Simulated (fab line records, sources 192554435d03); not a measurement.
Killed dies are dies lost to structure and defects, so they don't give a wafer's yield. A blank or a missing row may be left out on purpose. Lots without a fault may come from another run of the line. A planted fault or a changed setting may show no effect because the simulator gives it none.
Chamber matching | flow n5_finfet | N5_ILD0_CMP_03 on cmp-03: 4 sister chambers
The step polishes, stops on SiNx, t overpolish 1.9 s, target thk 197.38 nm. 14 wafers are shown with their chamber, then 7 later ones without.

WAFERS WITH THEIR CHAMBER
wafer  | chamber | motor_current_A (A) | time_to_endpoint_s (s) | overpolish_run_s (s)
L076.3 | 2       | 12.4                | 67                     | 1.894
L076.4 | 3       | 13.2                | 70                     | 1.926
L078.1 | 0       | 13.0                | 75                     | 1.894
L078.4 | 2       | 12.8                | 71                     | 1.905
L080.1 | 1       | 11.9                | 71                     | 1.899
L080.2 | 2       | 13.4                | 69                     | 1.906
L080.4 | 3       | 13.3                | 73                     | 1.914
L081.2 | 0       | 13.2                | 77                     | 1.913
L081.3 | 3       | 12.8                | 73                     | 1.891
L081.4 | 1       | 11.9                | 73                     | 1.885
L082.3 | 2       | 12.9                | 75                     | 1.900
L083.1 | 2       | 13.2                | 74                     | 1.891
L083.3 | 3       | 12.9                | 80                     | 1.916
L084.3 | 0       | 13.5                | 78                     | 1.911

SIGNATURES (means of the wafers above)
reading            | chamber 0 | chamber 1 | chamber 2 | chamber 3 | scatter within a chamber
motor_current_A    | 13.233    | 11.900    | 12.940    | 13.050    | 0.298
time_to_endpoint_s | 76.67     | 72.00     | 71.20     | 74.00     | 3.25
overpolish_run_s   | 1.90600   | 1.89200   | 1.89920   | 1.91175   | 0.0107
Rule: a wafer's distance from a chamber is the root of the sum, over the readings, of the square of ((its reading less the chamber's mean) divided by the reading's scatter). The wafer belongs to the nearest chamber; if the next one is less than 2 further off, it can't be placed. The scatter: the root of (the sum of the squares of (reading less its chamber's mean) over the shown wafers, divided by (wafers less chambers)).

WAFERS WITHOUT THEIR CHAMBER
wafer  | motor_current_A (A) | time_to_endpoint_s (s) | overpolish_run_s (s)
L087.1 | 13.9                | 79                     | 1.890
L087.2 | 13.5                | 71                     | 1.888
L088.1 | 13.1                | 74                     | 1.917
L088.3 | 13.5                | 78                     | 1.899
L090.4 | 13.6                | 73                     | 1.906
L091.2 | 11.5                | 78                     | 1.886
L091.4 | 13.9                | 82                     | 1.906

WHICH CHAMBER EACH WENT THROUGH
wafer  | from the rows above          | in truth
L087.1 | can't be placed: 0 or 3 or 2 | 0
L087.2 | can't be placed: 2 or 0 or 3 | 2
L088.1 | can't be placed: 3 or 0 or 2 | 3
L088.3 | can't be placed: 0 or 3 or 2 | 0
L090.4 | can't be placed: 0 or 3 or 2 | 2
L091.2 | 1                            | 1
L091.4 | can't be placed: 0 or 3 or 2 | 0
Placed correctly: 1 of 7. Can't be placed from these rows: 6 (the true chamber is among the candidates in 6). Placed wrongly: 0.
